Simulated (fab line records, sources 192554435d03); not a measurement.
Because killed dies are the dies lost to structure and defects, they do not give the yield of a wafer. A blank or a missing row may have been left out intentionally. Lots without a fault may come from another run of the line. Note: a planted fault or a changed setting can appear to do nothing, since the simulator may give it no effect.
Chamber matching	flow n5_finfet	N5_HKMG_FIN_ALD_79 on ald_metal-01: 4 sister chambers
The step deposits TiN, target thk 1.5 nm, pulse time 1 s, purge time 3 s. 7 wafers are shown with their chamber, then 7 later ones without.

== WAFERS, EACH WITH ITS CHAMBER ==
wafer	chamber	heater_power_w (W)	precursor_pulse_height_rel
L082.5	0	984	0.982
L083.3	2	904	1.007
L085.2	3	845	1.048
L085.3	1	943	1.002
L085.6	3	871	1.003
L087.2	2	904	1.001
L087.4	1	966	1.008

== WAFERS WITHOUT THEIR CHAMBER ==
wafer	heater_power_w (W)	precursor_pulse_height_rel
L087.6	854	0.996
L088.2	980	1.044
L088.4	899	0.951
L088.6	858	1.006
L090.2	939	1.027
L090.4	867	1.017
L090.6	1006	0.997

== WHICH CHAMBER EACH ONE RAN IN ==
wafer	from the rows above	in truth
L087.6	can't be placed: 3 or 2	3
L088.2	can't be placed: 1 or 0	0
L088.4	2	2
L088.6	3	3
L090.2	can't be placed: 1 or 2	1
L090.4	can't be placed: 3 or 2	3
L090.6	can't be placed: 0 or 1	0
Correct placement for 2 of the 7. Can't be placed from these rows: 5 (the true chamber is among the candidates in 5). 0 placed wrongly.
How it was worked out, from the rows above alone: a wafer's distance from a chamber is the root of the sum, over the readings, of the square of ((its reading less the chamber's mean) divided by the reading's scatter). If the next closest chamber is less than 2 further off than the closest, the wafer can't be placed; otherwise it belongs to the closest. Each chamber's mean is taken over the wafers shown for it. The scatter: the root of (the sum of the squares of (reading less its chamber's mean) over the shown wafers, divided by (wafers less chambers)).
